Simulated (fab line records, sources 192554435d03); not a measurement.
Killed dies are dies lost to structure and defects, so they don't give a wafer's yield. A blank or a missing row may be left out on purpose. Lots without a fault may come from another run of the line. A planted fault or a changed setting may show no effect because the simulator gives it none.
fab line records | flow n5_finfet
record lots=12 wafers=36 last_day=18
route steps=1938 shown BEOL_M7@1321
lots that met no fault: from a run of the same line without faults
start_h: hours from the record's first day to the start of the lot's first wafer shown | wait_h: hours since the lot's step before | " the same as in the row above | L1.1+2: a row that stands for several wafers | - no value, or no start given | * or withheld: withheld | < > ~ a bound
route shown NAME@n: a module of which the file shows steps, and the number in the route of the first | usual: mean/standard deviation of fault-free wafers | same: alike in all rows | chamber/n: place in a boat | sites: the reading at each site | _std_site: their standard deviation | _edge_site: outer sites' mean less inner sites' | radius_mm: how far each site lies from the wafer's centre | mask NAME#n: copy n | behind: the tool/chamber that last shaped the wafer | hold: why the lot was held/for how many hours/how that ended | device: the transistor (n, p or np) that didn't switch | end of line: the same wafers' tests at the end of the route | a step without rows: its recipe alone | killed: dies lost to structure and defects at the first sort, not the wafer's yield | map: a wafer's dies, x killed, . not, _ none there
set.NAME: the setting as run; set.NAME@STEP: as run at that earlier step | model.NAME: the simulator's own value behind a step, which no gauge read
steps of the route over a sample of lots; a table a step, a row a wafer
services: from which hour (start_h, from the record's first day; less than 0 if before it) a tool's chamber was out of use, for how many hours, and why
## steps
# step N5_BEOL_M7_SURFACE_TREAT_79
# recipe gas=Ar time_s=* ion_energy_ev=* ion_current_ma_cm2=0.5 pressure_mtorr=* ar_flow_sccm=30
# usual throttle_valve_pct=*
# columns lot.wafer tool chamber start_h wait_h throttle_valve_pct
L470.2 pvd_sputter-02 - 234.25 0.3 *
L470.3 " - " " *
L470.5 " - " " *
L472.1 pvd_sputter-02 - 255.70 0.2 *
L472.4 " - " " *
L472.6 " - " " *
L471.1 pvd_sputter-01 - 256.15 0.2 *
L471.4 " - " " *
L471.5 " - " " *
L474.2 pvd_sputter-03 - 260.20 0.2 *
L474.3 " - " " *
L474.6 " - " " *
L480.1 pvd_sputter-02 - 303.15 0.9 *
L480.4 " - " " *
L480.5 " - " " *
L479.3 pvd_sputter-01 - 303.84 0.4 *
L479.4 " - " " *
L479.5 " - " " *
L482.1 pvd_sputter-01 - 325.23 1.3 *
L482.4 " - " " *
L482.6 " - " " *
L485.2 pvd_sputter-02 - 327.57 0.3 *
L485.3 " - " " *
L485.4 " - " " *
L487.2 pvd_sputter-01 - 333.97 0.2 *
L487.3 " - " " *
L487.4 " - " " *
L488.2 pvd_sputter-03 - 346.18 0.8 *
L488.4 " - " " *
L488.5 " - " " *
L489.1 pvd_sputter-01 - 368.55 0.2 *
L489.3 " - " " *
L489.6 " - " " *
L490.2 pvd_sputter-01 - 371.06 0.2 *
L490.4 " - " " *
L490.6 " - " " *
# step N5_BEOL_M7_ECD_50
# recipe material=Cu target_thk_a=3000
# columns lot.wafer tool chamber start_h wait_h
L470.2+3+5 ecd_cu-01 1,0,0 234.61 0.1
L472.1+4+6 ecd_cu-01 0,0,1 256.18 0.1
L471.1+4+5 ecd_cu-01 0,1,1 256.52 0.1
L474.2+3+6 ecd_cu-01 0,1,0 260.90 0.1
L480.1+4+5 ecd_cu-02 0,1,0 303.87 0.1
L479.3+4+5 ecd_cu-02 0,1,0 304.25 0.1
L482.1+4+6 ecd_cu-01 1 325.69 0.1
L485.2+3+4 ecd_cu-02 1,1,0 327.89 0.1
L487.2+3+4 ecd_cu-02 1,0,1 334.36 0.1
L488.2+4+5 ecd_cu-01 1,1,0 347.29 0.1
L489.1+3+6 ecd_cu-02 0,1,1 369.00 0.1
L490.2+4+6 ecd_cu-01 1,0,1 371.45 0.1
# step N5_BEOL_M7_CMP_52
# recipe stop_on=SiCOH_lowk t_overpolish_s=6.9 down_force_psi=1 platen_rpm=50 clearing_platen_down_force_psi=1.5 clearing_platen_rpm=50 post_cmp_clean=cu_alkaline target_thk_nm=80 clearing_platen_pad_velocity_m_s=0.99484 pad_velocity_m_s=0.99484
# usual motor_current_A=5.7/0.59 retaining_ring_pressure_frac=1.000/0.0049 time_to_endpoint_s=64.6/2.3
# columns lot.wafer tool chamber start_h wait_h motor_current_A retaining_ring_pressure_frac time_to_endpoint_s
L470.3 cmp-02 1 235.07 0.2 6.5 0.988 63.9
L470.2 " 2 " " 5.6 0.998 63.5
L470.5 " 3 " " 6.4 1.000 64.0
L472.1 cmp-04 0 257.06 0.3 4.9 1.002 65.2
L472.4 " 2 " " 5.5 0.998 96.9
L472.6 " 0 " " 4.8 0.999 67.3
L471.4 cmp-01 1 257.62 0.2 6.0 1.000 89.5
L471.1 " 3 " " 5.7 0.998 64.4
L471.5 " 0 " " 5.8 0.999 66.9
L474.3 cmp-04 2 261.29 0.2 5.5 0.997 64.7
L474.2 " 3 " " 5.8 1.000 89.6
L474.6 " 3 " " 6.1 0.994 63.8
L480.4 cmp-01 0 304.32 0.2 5.5 1.001 63.7
L480.1 " 2 " " 5.1 1.001 66.4
L480.5 " 3 " " 5.4 0.997 63.6
L479.3 cmp-02 1 304.73 0.2 6.8 1.007 61.2
L479.4 " 3 " " 6.4 1.005 64.9
L479.5 " 0 " " 5.6 0.992 64.9
L482.1 cmp-01 2 326.09 0.3 5.1 0.996 68.8
L482.4 " 3 " " 5.5 1.001 64.6
L482.6 " 3 " " 5.2 1.004 66.0
L485.4 cmp-01 1 328.75 0.1 5.8 1.000 61.7
L485.3 " 2 " " 5.1 1.004 68.1
L485.2 " 0 " " 5.3 1.003 63.1
L487.3 cmp-04 0 334.76 0.2 4.9 0.998 63.4
L487.4 " 1 " " 6.5 0.998 64.6
L487.2 " 2 " " 5.4 1.004 65.5
L488.2 cmp-02 1 347.92 0.2 7.1 1.012 63.5
L488.4 " 2 " " 5.9 1.001 61.4
L488.5 " 0 " " 5.8 0.990 62.1
L489.1 cmp-01 1 369.50 0.3 6.3 1.006 62.5
L489.3 " 0 " " 5.7 1.001 63.4
L489.6 " 2 " " 4.9 0.993 61.8
L490.2 cmp-01 2 371.88 0.2 5.2 1.003 65.1
L490.4 " 0 " " 5.8 1.000 64.9
L490.6 " 1 " " 5.9 0.994 65.2
# step N5_BEOL_M7_THK_MEAS_53
# recipe thk_meas_gauge=xrf reads=Cu_of_BEOL_M7_ECD_50
# usual M7_THK=81.4/2
# columns lot.wafer tool chamber start_h wait_h M7_THK[nm]
L470.2 film_metro-01 - 235.29 - 78.8
L470.3 " - " " 79.2
L470.5 " - " " 80.7
L472.1 film_metro-02 - 257.32 - 79.7
L472.4 " - " " 79.8
L472.6 " - " " 79.5
L471.1 film_metro-01 - 257.87 - 81.8
L471.4 " - " " 84.7
L471.5 " - " " 84.3
L474.2 film_metro-02 - 261.59 - 79.4
L474.3 " - " " 79.3
L474.6 " - " " 79.6
L480.1 film_metro-01 - 304.57 - 82.3
L480.4 " - " " 79.6
L480.5 " - " " 79.6
L479.3 film_metro-02 - 304.98 - 83.2
L479.4 " - " " 83.4
L479.5 " - " " 83.6
L482.1 film_metro-02 - 326.38 - 81.2
L482.4 " - " " 81.7
L482.6 " - " " 81.7
L485.2 film_metro-01 - 329.04 - 81.3
L485.3 " - " " 83.2
L485.4 " - " " 83.6
L487.2 film_metro-02 - 335.06 - 81.2
L487.3 " - " " 81.7
L487.4 " - " " 80.3
L488.2 film_metro-01 - 348.18 - 79.9
L488.4 " - " " 83.7
L488.5 " - " " 80.5
L489.1 film_metro-02 - 369.79 - 79.4
L489.3 " - " " 78.5
L489.6 " - " " 78.1
L490.2 film_metro-01 - 372.14 - 84.8
L490.4 " - " " 81.5
L490.6 " - " " 82.4
# step N5_BEOL_M7_INSPECT_58
# recipe inspect_instrument=darkfield mode=post_dep
# usual raw_defect_count=70/22
# columns lot.wafer tool chamber start_h wait_h raw_defect_count
L470.2 defect_inspect-02 - 235.45 0.0 99
L470.3 " - " " 66
L470.5 " - " " 108
L472.1 defect_inspect-02 - 257.51 0.0 28
L472.4 " - " " 72
L472.6 " - " " 57
L471.1 defect_inspect-01 - 258.03 0.0 62
L471.4 " - " " 87
L471.5 " - " " 134
L474.2 defect_inspect-02 - 261.74 0.0 68
L474.3 " - " " 44
L474.6 " - " " 34
L480.1 defect_inspect-02 - 304.74 0.0 46
L480.4 " - " " 57
L480.5 " - " " 63
L479.3 defect_inspect-01 - 305.14 0.0 73
L479.4 " - " " 67
L479.5 " - " " 105
L482.1 defect_inspect-01 - 326.54 0.0 48
L482.4 " - " " 64
L482.6 " - " " 79
L485.2 defect_inspect-02 - 329.20 0.0 56
L485.3 " - " " 77
L485.4 " - " " 61
L487.2 defect_inspect-01 - 335.22 0.0 55
L487.3 " - " " 101
L487.4 " - " " 124
L488.2 defect_inspect-02 - 348.34 0.0 53
L488.4 " - " " 68
L488.5 " - " " 40
L489.1 defect_inspect-02 - 369.95 0.0 30
L489.3 " - " " 44
L489.6 " - " " 34
L490.2 defect_inspect-01 - 372.32 0.0 105
L490.4 " - " " 69
L490.6 " - " " 36
## services
# columns tool chamber start_h hours kind
cmp-04 - 216.84 2.2 repair
cmp-04 - 233.82 0.3 repair
cmp-01 - 240.51 0.3 repair
cmp-02 - 255.37 4.0 pm
cmp-04 - 264.04 5.4 repair
cmp-01 - 265.45 0.5 repair
pvd_sputter-02 - 295.39 5.2 repair
cmp-04 - 316.71 4.0 pm
cmp-04 - 320.71 - consumable_replace:conditioner
cmp-04 - 320.71 - consumable_replace:pad
cmp-02 - 335.62 5.2 pm
ecd_cu-01 - 343.97 2.1 repair
ecd_cu-01 - 364.29 1.8 repair
pvd_sputter-02 - 366.81 8.6 repair
cmp-01 - 369.76 0.3 repair
## key
first_sign step=N5_BEOL_M7_CMP_52 reading=time_to_endpoint_s direction=up sigmas=12 usual=* struck=*
effect none on later readings
met_at N5_BEOL_M7_ECD_50
struck_lots L471,L472,L474
struck_wafers L471.4,L472.4,L474.2
not_acting_at N5_BEOL_M7_SURFACE_TREAT_79,N5_BEOL_M7_THK_MEAS_53,N5_BEOL_M7_INSPECT_58
onset_between 234.61 256.18
fault kind=process_parameter_drift tool=ecd_cu-01 chamber=- onset_h=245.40 steps=N5_BEOL_M7_ECD_50 channel=target_thk_a offset=* shape=step end_h=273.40 scope=struck_wafers_only acts_in=* stated=*
